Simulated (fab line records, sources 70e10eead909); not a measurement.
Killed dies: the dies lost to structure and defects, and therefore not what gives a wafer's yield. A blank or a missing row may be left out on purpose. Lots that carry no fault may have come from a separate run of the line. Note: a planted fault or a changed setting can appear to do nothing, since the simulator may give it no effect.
fab line records | flow nand_harc
record: lots: 5 wafers: 15 last_day: 25
route steps=1159 shown P_CONTACT@217 END@1159
lots that met no fault: from a run of the same line without faults
start_h: hours from the record's first day to the start of the lot's first wafer shown | wait_h: hours elapsed since this lot's preceding step | " repeats the value in the row above | L1.1+2: several wafers, shown together as one row | - value missing, or start not given | * or withheld: withheld | < > ~ a bound
route shown NAME@n: names a module that has steps shown in the file, with the first one's number in the route | usual: average and standard deviation across the fault-free wafers | same: alike in all rows | chamber/n: place in a boat | sites: readings site by site | _std_site: the values' standard deviation | _edge_site: inner sites' mean taken away from outer sites' mean | radius_mm: how far each site lies from the wafer's centre | mask NAME#n: copy n | behind: the last tool/chamber to shape the wafer | hold: what put the lot on hold/how long, in hours/how the hold closed | device: the n, p or np transistor that did not switch | end of line: the tests these same wafers got at the end of their route | for a step that has no rows: nothing shown but its recipe | killed: the dies lost at the first sort to structure and to defects; this is not the yield of the wafer | map: a wafer's dies, x killed, . not, _ none there
set.NAME: the run value of the setting; set.NAME@STEP: its run value at that earlier step | model.NAME: the simulator's own value behind a step, which no gauge read
a table for each step, a row for each wafer; lots at some steps of the route
services: a tool's chamber out of use, with start hour (start_h, from the record's first day; less than 0 if before it), hours out, and reason
== steps ==
step: NHARC_P_CONTACT_DEP_30
recipe: target_thk_a: 300 temp_c: 400 target_thk_nm: 30 flow_sccm: 200 rf_w: 450 material: SiNx
usual: heater_power_w: 737/77 rf_fwd_power_W: 448.6/1.3
columns lot.wafer tool chamber start_h wait_h heater_power_w rf_fwd_power_W
L269.2 pecvd-01 0 100.23 0.1 719 448.3
L269.6 " 2 " " 699 447.2
L269.4 " 0 " " 725 448.6
L273.2 pecvd-01 1 125.46 0.1 809 449.6
L273.3 " 0 " " 717 449.5
L273.5 " 0 " " 716 446.7
L279.2 pecvd-03 2 173.72 0.1 675 447.2
L279.1 " 0 " " 667 449.0
L279.6 " 2 " " 649 447.2
L288.5 pecvd-03 1 222.86 0.2 754 447.3
L288.6 " 2 " " 737 447.6
L288.4 " 0 " " 652 449.2
L292.3 pecvd-03 1 241.18 0.1 858 448.7
L292.2 " 2 " " 777 448.1
L292.6 " 0 " " 630 447.8
step: NHARC_P_CONTACT_DEP_00
recipe: target_thk_a: 5000 temp_c: 400 pressure_torr: 6.5 rf_w: 900 teos_flow_sccm: 161.4 flow_sccm: 2650 target_thk_nm: 500 gas: O2 material: SiO2
usual: chamber_pressure_Torr: 6.501/0.014 flow_sccm: 2650/8.3 heater_power_w: 579/71 rf_fwd_power_W: 897.6/2.5 throttle_valve_pct: 16.1/0.33
columns lot.wafer tool chamber start_h wait_h chamber_pressure_Torr flow_sccm heater_power_w rf_fwd_power_W throttle_valve_pct
L269.2 pecvd-01 0 - - 6.512 2653 522 892.8 15.8
L269.6 " 2 " " 6.500 2655 618 897.4 15.5
L269.4 " 0 " " 6.501 2664 548 895.3 16.1
L273.2 pecvd-01 1 - - 6.501 2650 653 896.5 16.0
L273.3 " 0 " " 6.494 2653 502 897.6 16.2
L273.5 " 0 " " 6.488 2650 537 895.7 16.0
L279.2 pecvd-03 2 - - 6.485 2657 599 895.5 16.2
L279.1 " 0 " " 6.488 2668 504 901.4 16.3
L279.6 " 2 " " 6.482 2642 610 899.9 16.2
L288.5 pecvd-03 1 - - 6.485 2653 697 895.5 16.5
L288.6 " 2 " " 6.503 2655 568 899.2 16.1
L288.4 " 0 " " 6.512 2654 400 894.1 16.1
L292.3 pecvd-03 1 - - 6.517 2659 605 895.9 16.7
L292.2 " 2 " " 6.492 2650 625 897.7 16.2
L292.6 " 0 " " 6.503 2640 522 892.2 16.2
step: NHARC_P_CONTACT_CMP_01
recipe: target_thk_nm: 200 material: SiO2
usual: motor_current_A: 11.6/1.2
columns lot.wafer tool chamber start_h wait_h motor_current_A
L269.4 cmp-04 0 100.93 - 10.7
L269.2 " 1 " " 13.1
L269.6 " 0 " " 10.5
L273.3 cmp-03 2 126.20 - 13.2
L273.2 " 3 " " 12.0
L273.5 " 2 " " 13.7
L279.1 cmp-04 3 174.44 - 9.7
L279.2 " 2 " " 11.1
L279.6 " 3 " " 10.5
L288.4 cmp-04 1 223.46 - 13.1
L288.6 " 1 " " 13.0
L288.5 " 2 " " 11.3
L292.2 cmp-02 3 241.90 - 12.0
L292.3 " 0 " " 10.7
L292.6 " 1 " " 12.9
step: NHARC_P_CONTACT_SRD_03
step: NHARC_P_CONTACT_DEHYDRATE_04
recipe: temp_c: 150 time_s: 120
step: NHARC_P_CONTACT_HMDS_05
recipe: time_s: 30
step: NHARC_P_CONTACT_COAT_33
recipe: temp_c: 260 time_s: 75
step: NHARC_P_CONTACT_COAT_34
recipe: temp_c: 225 time_s: 65
step: NHARC_P_CONTACT_COAT_06
recipe: spin_rpm: 1500 resist_thk_nm: 90
step: NHARC_P_CONTACT_SOFTBAKE_07
recipe: temp_c: 105 time_s: 55
step: NHARC_P_CONTACT_EBR_08
step: NHARC_P_CONTACT_EXPOSE_09
recipe: na: 1.35 target_cd_nm: 90 dose_mj: 81.26 mask_id: P_CA
usual: exposure_dose_mJ_cm2: 81.27/0.086
columns lot.wafer tool chamber start_h wait_h mask exposure_dose_mJ_cm2
L269.2 arfi_scanner-02 0 101.60 - P_CA#0 81.23
L269.4 " 0 " " P_CA#0 81.23
L269.6 " 0 " " P_CA#0 81.37
L273.2 arfi_scanner-01 0 126.74 - P_CA#0 81.27
L273.3 " 0 " " P_CA#0 81.32
L273.5 " 0 " " P_CA#0 81.23
L279.1 arfi_scanner-01 0 175.13 - P_CA#0 84.01
L279.2 " 0 " " P_CA#0 84.08
L279.6 " 0 " " P_CA#0 83.97
L288.4 arfi_scanner-02 0 224.16 - P_CA#0 81.54
L288.5 " 0 " " P_CA#0 81.43
L288.6 " 0 " " P_CA#0 81.30
L292.2 arfi_scanner-02 0 242.42 - P_CA#0 81.25
L292.3 " 0 " " P_CA#0 81.40
L292.6 " 0 " " P_CA#0 81.26
step: NHARC_P_CONTACT_PEB_10
recipe: peb_temp_c: 100 peb_time_s: 65
step: NHARC_P_CONTACT_DEVELOP_11
recipe: develop_time_s: 35 dev_temp_c: 23
step: NHARC_P_CONTACT_CD_MEAS_12
recipe: target_cd_nm: 90 landing_energy_ev: 500
usual: cd_nm: 89.6/1
columns lot.wafer tool chamber start_h wait_h cd_nm
L269.2 cd_sem-03 0 101.74 - 88.6
L269.4 " 0 " " 88.0
L269.6 " 0 " " 88.1
L273.2 cd_sem-03 0 126.88 - 89.4
L273.3 " 0 " " 89.8
L273.5 " 0 " " 90.2
L279.1 cd_sem-01 0 175.27 - 79.5
L279.2 " 0 " " 71.8
L279.6 " 0 " " 91.7
L288.4 cd_sem-03 0 224.29 - 91.6
L288.5 " 0 " " 89.7
L288.6 " 0 " " 91.3
L292.2 cd_sem-01 0 242.56 - 88.9
L292.3 " 0 " " 89.1
L292.6 " 0 " " 90.5
step: NHARC_P_CONTACT_OVL_MEAS_13
usual: overlay_x_nm: 0.1/0.82 overlay_y_nm: -0.1/0.8
columns lot.wafer tool chamber start_h wait_h overlay_x_nm overlay_y_nm
L269.2 overlay-02 - 101.82 - -0.8 0.1
L269.4 " - " " -0.5 -0.2
L269.6 " - " " -0.4 -0.3
L273.2 overlay-02 - 126.97 - 0.7 0.3
L273.3 " - " " 1.2 0.0
L273.5 " - " " 0.9 0.6
L279.1 overlay-02 - 175.37 - -1.0 -0.6
L279.2 " - " " -1.9 -0.5
L279.6 " - " " -1.7 -0.4
L288.4 overlay-01 - 224.38 - 0.5 -1.4
L288.5 " - " " 0.1 -1.4
L288.6 " - " " 0.6 -1.6
L292.2 overlay-02 - 242.64 - 0.6 -0.1
L292.3 " - " " 0.7 -1.0
L292.6 " - " " 0.6 -0.6
step: NHARC_P_CONTACT_INSPECT_14
usual: raw_defect_count: 3.7/2.2
columns lot.wafer tool chamber start_h wait_h raw_defect_count
L269.2 defect_inspect-01 - 101.86 0.0 2
L269.4 " - " " 2
L269.6 " - " " 5
L273.2 defect_inspect-02 - 127.00 0.0 3
L273.3 " - " " 3
L273.5 " - " " 0
L279.1 defect_inspect-01 - 175.41 0.0 7
L279.2 " - " " 3
L279.6 " - " " 4
L288.4 defect_inspect-02 - 224.41 0.0 1
L288.5 " - " " 5
L288.6 " - " " 5
L292.2 defect_inspect-01 - 242.68 0.0 4
L292.3 " - " " 1
L292.6 " - " " 4
step: NHARC_P_CONTACT_DESCUM_17
recipe: time_s: 3 o2_flow_sccm: 200 ar_flow_sccm: 0 bias_power_w: 0 chemistry: O2
usual: drypump_motor_current_A: 5.8/0.32 oes_product_au: 0.998/0.017 rf_vpp_V: 57.7/0.8 showerhead_plenum_p_Torr: 1.89/0.052 throttle_valve_pct: 11.310/0.009
columns lot.wafer tool chamber start_h wait_h drypump_motor_current_A oes_product_au rf_hours_counter_h rf_vpp_V showerhead_plenum_p_Torr throttle_valve_pct model.P_CONTACT.cd_nm
L269.2 rie_diel-06 1 101.92 0.1 5.9 1.013 3 57.7 1.98 11.313 88.93
L269.4 " 0 " " 4.8 1.005 3 58.1 1.97 11.313 88.92
L269.6 " 1 " " 6.0 1.007 - 57.3 1.98 11.310 88.26
L273.3 rie_diel-06 2 127.09 0.1 5.8 1.020 5 56.2 1.90 11.308 90.97
L273.2 " 1 " " 5.9 1.013 6 56.9 1.98 11.320 90.08
L273.5 " 3 " " 5.9 1.010 - 58.4 1.80 11.317 89.36
L279.1 rie_diel-09 3 175.47 0.1 5.9 0.967 10 58.4 1.89 11.306 80.54
L279.2 " 1 " " 5.5 1.010 10 57.8 1.89 11.329 72.25
L279.6 " 3 " " 5.9 0.974 - 57.6 1.89 11.306 92.41
L288.4 rie_diel-09 2 224.47 0.1 6.1 0.991 16 58.1 1.88 11.302 91.31
L288.5 " 2 " " 6.1 0.986 - 57.7 1.88 11.314 89.79
L288.6 " 3 " " 5.9 0.976 - 56.9 1.89 11.311 92.35
L292.3 rie_diel-09 3 242.74 0.1 5.9 0.970 17 58.9 1.89 11.320 89.94
L292.2 " 0 " " 5.8 1.002 18 59.0 1.83 11.297 89.43
L292.6 " 3 " " 5.9 0.976 - 56.9 1.88 11.312 91.77
step: NHARC_P_CONTACT_ETCH_35
recipe: target_depth_a: 390 over_etch_frac: 0.3 time_s: 65 ion_energy_ev: 80 cf4_flow_sccm: 150 ar_flow_sccm: 0 rf_w: 300 bias_w: 100 chemistry: CF4
usual: drypump_motor_current_A: 5.8/0.31 oes_product_au: 1.000/0.016 rf_fwd_power_W: 297.9/1.1 rf_vpp_V: 150.9/1.1 showerhead_plenum_p_Torr: 1.75/0.044 throttle_valve_pct: 13.284/0.009
columns lot.wafer tool chamber start_h wait_h drypump_motor_current_A oes_product_au rf_fwd_power_W rf_hours_counter_h rf_vpp_V showerhead_plenum_p_Torr throttle_valve_pct
L269.4 rie_diel-06 2 102.01 0.1 5.8 1.008 296.2 3 152.5 1.76 13.273
L269.2 " 0 " " 4.8 0.995 296.5 3 151.9 1.82 13.274
L269.6 " 2 " " 5.8 1.017 298.0 - 150.8 1.76 13.279
L273.2 rie_diel-06 2 127.21 0.1 5.8 1.016 295.5 5 150.3 1.76 13.286
L273.3 " 3 " " 5.9 1.006 297.7 5 149.1 1.67 13.276
L273.5 " 1 " " 5.9 1.005 295.8 - 153.3 1.82 13.294
L279.1 rie_diel-09 0 175.55 0.1 5.8 1.004 298.8 10 149.9 1.70 13.275
L279.2 " 1 " " 5.6 1.010 298.3 10 151.4 1.75 13.278
L279.6 " 0 " " 5.7 1.011 298.9 - 152.1 1.70 13.268
L288.4 rie_diel-09 3 224.56 0.1 5.9 0.973 298.8 16 152.6 1.75 13.294
L288.6 " 3 " " 5.9 0.966 297.6 - 149.5 1.75 13.298
L288.5 " 0 " " 5.8 1.010 298.4 - 150.4 1.70 13.272
L292.3 rie_diel-09 0 242.84 0.1 5.8 0.999 297.7 18 149.4 1.69 13.287
L292.2 " 1 " " 5.5 1.015 298.6 18 150.4 1.75 13.282
L292.6 " 2 " " 6.1 0.992 298.5 - 150.8 1.74 13.303
step: NHARC_P_CONTACT_ETCH_36
recipe: target_depth_a: 2600 over_etch_frac: 0.25 time_s: 406.25 ion_energy_ev: 200 n2_flow_sccm: 150 h2_flow_sccm: 150 ar_flow_sccm: 0 rf_w: 400 bias_w: 150 chemistry: N2/H2
usual: drypump_motor_current_A: 5.8/0.33 oes_product_au: 1.001/0.016 rf_fwd_power_W: 399.4/1.1 rf_vpp_V: 429.7/1.7 showerhead_plenum_p_Torr: 2.01/0.057 throttle_valve_pct: 14.171/0.0093
columns lot.wafer tool chamber start_h wait_h drypump_motor_current_A oes_product_au rf_fwd_power_W rf_hours_counter_h rf_vpp_V showerhead_plenum_p_Torr throttle_valve_pct
L269.2 rie_diel-06 3 - - 5.9 0.999 399.5 2 428.2 1.92 14.167
L269.4 " 0 " " 4.8 1.006 399.5 3 430.6 2.10 14.167
L269.6 " 3 " " 5.9 1.004 398.5 - 426.9 1.92 14.163
L273.2 rie_diel-06 1 - - 5.9 1.000 400.2 6 432.4 2.11 14.185
L273.3 " 3 " " 5.9 0.997 398.4 5 426.5 1.92 14.161
L273.5 " 0 " " 4.8 0.998 399.2 - 430.6 2.10 14.176
L279.2 rie_diel-09 3 - - 5.9 0.967 400.3 10 431.0 2.01 14.163
L279.1 " 0 " " 5.8 1.005 401.1 10 427.7 1.95 14.164
L279.6 " 2 " " 6.1 1.005 398.7 - 429.5 2.00 14.174
L288.4 rie_diel-09 3 - - 5.9 0.969 399.3 16 430.2 2.01 14.162
L288.5 " 3 " " 5.9 0.967 400.1 - 429.4 2.01 14.151
L288.6 " 0 " " 5.8 1.017 398.5 - 426.5 1.95 14.187
L292.3 rie_diel-09 0 - - 5.8 0.998 398.3 18 428.8 1.95 14.166
L292.2 " 2 " " 6.1 0.992 399.0 18 430.3 2.00 14.169
L292.6 " 3 " " 5.9 0.970 399.8 - 429.2 2.01 14.175
step: NHARC_P_CONTACT_ETCH_18
recipe: target_depth_a: 4810 time_s: 240.5 c4f8_flow_sccm: 20 o2_flow_sccm: 10 ar_flow_sccm: withheld rf_w: 600 bias_w: 1500 chemistry: C4F8/O2/Ar
step: NHARC_P_CONTACT_STRIP_37
recipe: c4f8_flow_sccm: withheld o2_flow_sccm: 8 ar_flow_sccm: withheld bias_w: 0 chemistry: C4F8/O2/Ar
step: NHARC_P_CONTACT_ETCH_31
recipe: target_depth_a: 300 time_s: 85.7 ion_energy_ev: 120 over_etch_frac: 1 ch3f_flow_sccm: 50 o2_flow_sccm: 30 ar_flow_sccm: 200 rf_w: 500 bias_w: 100 chemistry: CH3F/O2
usual: ch3f_flow_sccm: 49.99/0.15 drypump_motor_current_A: 5.8/0.36 oes_product_au: 0.979/0.018 rf_fwd_power_W: 497.4/1.9 rf_vpp_V: 244.0/1.3 showerhead_plenum_p_Torr: 2.42/0.065 throttle_valve_pct: 20.665/0.0091
columns lot.wafer tool chamber start_h wait_h ch3f_flow_sccm drypump_motor_current_A oes_product_au rf_fwd_power_W rf_hours_counter_h rf_vpp_V showerhead_plenum_p_Torr throttle_valve_pct model.P_CONTACT.cd_nm
L269.4 rie_diel-06 0 - - 50.22 4.8 0.991 494.7 4 243.6 2.53 20.663 89.39
L269.2 " 1 " " 49.84 5.9 0.983 496.1 4 245.9 2.54 20.678 89.76
L269.6 " 3 " " 50.10 5.9 0.978 498.3 - 243.6 2.32 20.658 89.37
L273.2 rie_diel-06 3 - - 49.81 5.9 0.981 500.2 5 242.8 2.32 20.668 89.16
L273.3 " 1 " " 49.91 6.0 0.995 496.6 6 246.6 2.54 20.647 90.61
L273.5 " 3 " " 49.92 5.9 0.985 497.6 - 242.7 2.32 20.666 89.87
L279.2 rie_diel-09 2 - - 50.13 6.1 0.980 497.8 10 244.9 2.42 20.669 72.56
L279.1 " 3 " " 49.88 5.9 0.950 494.5 10 243.0 2.43 20.663 79.8
L279.6 " 1 " " 49.82 5.5 1.003 501.2 - 244.4 2.43 20.657 94.42
L288.4 rie_diel-09 2 - - 49.76 6.1 0.964 497.1 16 244.1 2.41 20.655 92.66
L288.5 " 2 " " 49.90 6.1 0.972 498.2 - 242.8 2.41 20.652 87.4
L288.6 " 3 " " 49.78 5.9 0.947 497.0 - 243.1 2.42 20.672 90.37
L292.3 rie_diel-09 3 - - 50.00 5.9 0.944 498.9 18 245.2 2.42 20.657 87.42
L292.2 " 0 " " 50.13 5.8 0.979 499.2 18 242.5 2.35 20.681 90.34
L292.6 " 3 " " 50.20 5.9 0.952 498.6 - 245.4 2.42 20.662 93.3
step: NHARC_P_CONTACT_CD_MEAS_19
usual: cd_nm: 89.2/2
columns lot.wafer tool chamber start_h wait_h cd_nm
L269.2 cd_sem-01 - 102.93 - 89.8
L269.4 " - " " 89.4
L269.6 " - " " 89.5
L273.2 cd_sem-02 - 127.99 - 88.9
L273.3 " - " " 90.7
L273.5 " - " " 89.7
L279.1 cd_sem-01 - 176.35 - 79.6
L279.2 " - " " 72.7
L279.6 " - " " 94.4
L288.4 cd_sem-01 - 225.35 - 93.1
L288.5 " - " " 87.5
L288.6 " - " " 90.1
L292.2 cd_sem-02 - 243.62 - 90.2
L292.3 " - " " 87.6
L292.6 " - " " 93.4
step: NHARC_END_SORT_01
recipe: temp_c: 25
usual: killed_at_array: 28/11 killed_at_other: 0.5/0.87 killed_at_periphery: 2.9/2.2 killed_dies: 32/11 killed_open: 3.2/1.9 killed_short: 1.8/1.4
same: gross_dies: 677
columns lot.wafer tool chamber start_h wait_h killed_at_array killed_at_other killed_at_periphery killed_dies killed_open killed_short
L269.2 prober-02 0 430.41 2.8 26 1 0 27 3 1
L269.4 prober-02 0 432.01 3.4 25 0 0 25 2 1
L269.6 prober-02 0 433.62 4.0 37 0 2 39 2 1
L273.2 prober-02 0 457.03 2.8 15 1 3 19 4 4
L273.3 prober-02 0 457.83 3.1 12 2 3 17 3 1
L273.5 prober-02 0 459.43 3.7 12 1 4 17 2 2
L279.1 prober-02 0 499.08 2.5 22 1 28 51 7 2
L279.6 prober-02 0 503.07 4.0 22 0 4 26 7 3
L288.4 prober-01 0 553.17 3.4 52 0 1 53 4 1
L288.5 prober-01 0 553.98 3.7 42 0 1 43 2 2
L288.6 prober-01 0 554.78 4.0 45 0 3 48 3 1
L292.2 prober-01 0 585.27 2.8 44 1 3 48 4 1
L292.3 prober-01 0 586.09 3.1 36 0 1 37 5 0
L292.6 prober-01 0 588.56 4.1 44 2 4 50 2 6
killed by level:class
L269.2 A_SLIT:chamber_film_flake=19 A_CONTACT:chamber_film_flake=4 A_ONON_D1:geometric_particle:open=1 A_ONON_D1:geometric_particle:short=1 A_CONTACT:geometric_particle:open=1 STARTING-WAFER:geometric_particle:open=1
L269.4 A_SLIT:chamber_film_flake=19 A_CHANNEL_HOLE_D1:geometric_particle:open=1 A_CHANNEL_FILL_D1:geometric_particle:short=1 A_SGD_CUT:geometric_particle:open=1 A_ZERO_WELL:chamber_film_flake=1 A_CHANNEL_HOLE_D1:chamber_film_flake=1 A_CONTACT:chamber_film_flake=1
L269.6 A_SLIT:chamber_film_flake=25 A_WL_FILL:chamber_film_flake=4 A_CHANNEL_HOLE_D1:chamber_film_flake=3 A_CONTACT:chamber_film_flake=2 P_M1:geometric_particle:open=1 A_ONON_D1:geometric_particle:short=1 A_CONTACT:geometric_particle:open=1 P_GATE:chamber_film_flake=1
L273.2 A_CHANNEL_HOLE_D1:chamber_film_flake=4 A_CONTACT:chamber_film_flake=3 A_ONON_D1:geometric_particle:open=2 P_GATE:geometric_particle:short=1 P_CONTACT:geometric_particle:open=1 A_ONON_D1:geometric_particle:short=1 A_WL_FILL:geometric_particle:short=1 A_CONTACT:geometric_particle:short=1
L273.3 A_CHANNEL_HOLE_D1:chamber_film_flake=4 A_CONTACT:chamber_film_flake=4 THIN_TSV:chamber_film_flake=2 P_CONTACT:geometric_particle:open=1 A_SOURCE_PLATE:geometric_particle:open=1 A_WL_FILL:geometric_particle:short=1 A_CONTACT:geometric_particle:open=1 P_ZERO_WELL:chamber_film_flake=1
L273.5 A_CHANNEL_HOLE_D1:chamber_film_flake=4 A_CONTACT:chamber_film_flake=3 P_GATE:geometric_particle:open=2 P_M1:geometric_particle:short=1 A_ONON_D1:geometric_particle:short=1 A_SGD_CUT:chamber_film_flake=1 P_M2:chamber_film_flake=1 A_ZERO_WELL:chamber_film_flake=1
L279.1 P_CONTACT:area_expose=26 A_CONTACT:chamber_film_flake=6 A_CHANNEL_HOLE_D1:chamber_film_flake=5 P_CONTACT:geometric_particle:short=2 A_SLIT:geometric_particle:open=2 A_STAIRCASE:chamber_film_flake=2 A_CHANNEL_HOLE_D1:geometric_particle:open=1 A_CHANNEL_FILL_D1:geometric_particle:open=1
L279.6 A_CHANNEL_HOLE_D1:chamber_film_flake=8 A_CONTACT:chamber_film_flake=3 A_ONON_D1:geometric_particle:short=2 P_ZERO_WELL:chamber_film_flake=2 A_WL_FILL:chamber_film_flake=2 P_GATE:geometric_particle:open=1 P_M0:geometric_particle:open=1 A_SOURCE_PLATE:geometric_particle:open=1
L288.4 A_CHANNEL_HOLE_D1:chamber_film_flake=27 A_SLIT:chamber_film_flake=16 A_CONTACT:chamber_film_flake=3 A_CONTACT:geometric_particle:open=2 A_CONTACT:geometric_particle:short=1 A_M0:geometric_particle:open=1 A_M1:geometric_particle:open=1 P_STI:chamber_film_flake=1
L288.5 A_SLIT:chamber_film_flake=17 A_CHANNEL_HOLE_D1:chamber_film_flake=14 A_CONTACT:chamber_film_flake=5 A_STAIRCASE:chamber_film_flake=2 P_CONTACT:geometric_particle:open=1 A_CHANNEL_HOLE_D1:geometric_particle:short=1 A_CONTACT:geometric_particle:short=1 A_M0:geometric_particle:open=1
L288.6 A_CHANNEL_HOLE_D1:chamber_film_flake=18 A_SLIT:chamber_film_flake=18 A_CONTACT:chamber_film_flake=3 A_ONON_D1:geometric_particle:open=2 A_STAIRCASE:chamber_film_flake=2 P_GATE:geometric_particle:open=1 A_WL_FILL:geometric_particle:short=1 P_STI:chamber_film_flake=1
L292.2 A_SLIT:chamber_film_flake=18 A_CHANNEL_HOLE_D1:chamber_film_flake=10 A_CONTACT:chamber_film_flake=5 A_STAIRCASE:chamber_film_flake=3 A_M0:geometric_particle:open=2 P_STI:chamber_film_flake=2 A_SGD_CUT:chamber_film_flake=2 A_WL_FILL:chamber_film_flake=2
L292.3 A_SLIT:chamber_film_flake=20 A_CHANNEL_HOLE_D1:chamber_film_flake=8 A_CONTACT:chamber_film_flake=3 A_M1:geometric_particle:open=2 P_M2:geometric_particle:open=1 A_CHANNEL_FILL_D1:geometric_particle:open=1 A_SGD_CUT:geometric_particle:open=1 A_WL_FILL:chamber_film_flake=1
L292.6 A_SLIT:chamber_film_flake=18 A_CHANNEL_HOLE_D1:chamber_film_flake=8 A_CONTACT:chamber_film_flake=5 A_SGD_CUT:chamber_film_flake=4 A_CONTACT:geometric_particle:open=2 STARTING-WAFER:geometric_particle:short=2 A_STAIRCASE:chamber_film_flake=2 A_WL_FILL:chamber_film_flake=2
== services ==
columns tool chamber start_h hours kind
rie_diel-09 - 77.10 9.0 pm
rie_diel-06 3 81.51 7.7 repair
arfi_scanner-02 - 84.01 4.0 pm
cmp-02 - 87.48 1.4 repair
cmp-04 - 91.34 2.3 repair
arfi_scanner-01 - 92.48 1.0 repair
cmp-04 - 105.73 4.0 pm
pecvd-03 - 111.01 13.0 pm
cmp-03 - 122.38 1.2 repair
cmp-02 - 123.10 3.3 repair
cmp-02 - 128.55 4.0 pm
rie_diel-09 2 134.47 9.3 repair
rie_diel-06 0 139.56 16.0 repair
cmp-03 - 156.80 4.0 pm
rie_diel-09 1 162.67 6.9 repair
cmp-02 - 171.19 17.3 repair
arfi_scanner-01 - 196.00 4.0 pm
cmp-04 - 203.73 4.0 pm
cmp-03 - 212.21 0.8 repair
cmp-04 - 219.67 3.3 repair
cmp-02 - 226.55 4.0 pm
cmp-03 - 227.48 1.9 repair
pecvd-01 - 237.05 13.0 pm
rie_diel-06 - 241.20 9.0 pm
== key ==
first_sign: step: NHARC_P_CONTACT_EXPOSE_09 reading: exposure_dose_mJ_cm2 direction: up sigmas: 32 usual: 81.27 struck: 84.02
effect: step: NHARC_P_CONTACT_CD_MEAS_12 reading: cd_nm direction: down sigmas: 8.4 usual: 89.6 struck: 81.0 wafers_moved: 2 through: control_loop
effect: step: NHARC_P_CONTACT_CD_MEAS_19 reading: cd_nm direction: down sigmas: 3.4 usual: 89.2 struck: 82.2 wafers_moved: 2 through: control_loop
effect: step: NHARC_END_SORT_01 reading: killed_at_periphery direction: up sigmas: 6.1 usual: 2.9 struck: 16 wafers_moved: 1
model_effect: step: NHARC_P_CONTACT_DESCUM_17 value: P_CONTACT.cd_nm without: 89.89 struck: 81.73
model_effect: step: NHARC_P_CONTACT_ETCH_31 value: P_CONTACT.cd_nm without: 90.42 struck: 82.26
met_at NHARC_P_CONTACT_EXPOSE_09
struck_wafers L279.1,L279.2,L279.6
rows_end L279.2
tester_left_out L279
loop_trim: step: NHARC_P_CONTACT_EXPOSE_09 setting: dose lots: L279
onset_between 126.74 175.13
fault: kind: process_parameter_drift tool: arfi_scanner-01 chamber: - onset_h: 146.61 steps: NHARC_P_CONTACT_EXPOSE_09 channel: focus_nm offset: 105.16 spread_by_wafer: 0.3 shape: step
tester_left_out: of these lots the tester's yield and bins aren't shown, on N5 and GAA mostly nor the transistor test; their killed dies are dies lost to structure and defects alone, not to doping, threshold or leakage, so they don't give the yield
rows_end: these wafers met a further fault down the route, and their rows from its step on are left out
loop_trim: a control loop set the setting to another value than it would have without faults
